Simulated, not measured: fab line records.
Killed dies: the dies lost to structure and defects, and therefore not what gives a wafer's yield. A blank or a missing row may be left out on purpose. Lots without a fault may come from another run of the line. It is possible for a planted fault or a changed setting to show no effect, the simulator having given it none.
Which tool is to blame?    flow nand harc    18 wafers from 6 lots sampled at 4 of the route's 1302 steps

## WHAT EACH GAUGE READ, for each wafer
NHARC_A_CONTACT_CD_MEAS_53.
lot   measured      on         cd nm (nm)
L735  day 23 07:18  cd sem-02  289.4 289.1 290.8
L737  day 25 01:56  cd sem-03  291.0 289.6 288.8
L740  day 26 13:56  cd sem-01  289.7 289.5 289.3
L741  day 26 23:56  cd sem-01  288.6 289.1 289.2
L750  day 30 01:49  cd sem-01  290.1 289.4 288.4
L751  day 30 18:52  cd sem-02  290.3 290.1 289.3

## EACH LOT AND THE TOOL THAT RAN IT (in order: tool; ch and the chambers of the sampled wafers; start)
lot   NHARC_A_CONTACT_ETCH_118              NHARC_A_CONTACT_ETCH_121              NHARC_A_CONTACT_ETCH_96
L735  har cap etch-01 ch 0,1, day 23 05:14  har cap etch-01 ch 0,1, day 23 05:45  rie diel-11 ch 0,2,3, day 23 07:12
L737  har cap etch-01 ch 0,1, day 24 23:53  har cap etch-01 ch 0,1, day 25 00:24  rie diel-11 ch 0,3, day 25 01:51
L740  har cap etch-02 ch 0,1, day 26 11:52  har cap etch-02 ch 0,1, day 26 12:23  rie diel-09 ch 0,1, day 26 13:50
L741  har cap etch-02 ch 0,1, day 26 21:56  har cap etch-02 ch 0,1, day 26 22:26  rie diel-11 ch 0,1,2, day 26 23:50
L750  har cap etch-02 ch 0,1, day 29 23:47  har cap etch-02 ch 0,1, day 30 00:17  rie diel-11 ch 0,1,3, day 30 01:44
L751  har cap etch-01 ch 0, day 30 16:51    har cap etch-01 ch 0, day 30 17:21    rie diel-11 ch 1,2,3, day 30 18:47
- NHARC_A_CONTACT_ETCH_118: etches the open film in C4F8/O2/Ar, time 190 s, target depth 1850 nm.
- NHARC_A_CONTACT_ETCH_121: etches the open film in C4F8/O2/Ar, time 190 s, target depth 1850 nm.
- NHARC_A_CONTACT_ETCH_96: etches the open film in C4F6/O2, target depth 20 nm, time 10 s.

## THE ANSWER, worked out from the rows above alone
Rule: usual is defined by the lots themselves. The widest of any qualifying gaps counts: lots, ordered by their means at a reading, are off when they make up no more than a third of the lots, leave a main group of 4 or more, and stand apart from it by 3 or more times the standard deviation of that group's means. If all means in a main group match to the digits the tables above print for the reading, that group is not used. A lot without any number at a reading at which 4 lots or more have one is off too. All remaining lots with rows at the step are treated as sound.
No lot is off at any reading shown: from this, nothing can be told.

## WHAT THE SIMULATOR HAD PUT IN
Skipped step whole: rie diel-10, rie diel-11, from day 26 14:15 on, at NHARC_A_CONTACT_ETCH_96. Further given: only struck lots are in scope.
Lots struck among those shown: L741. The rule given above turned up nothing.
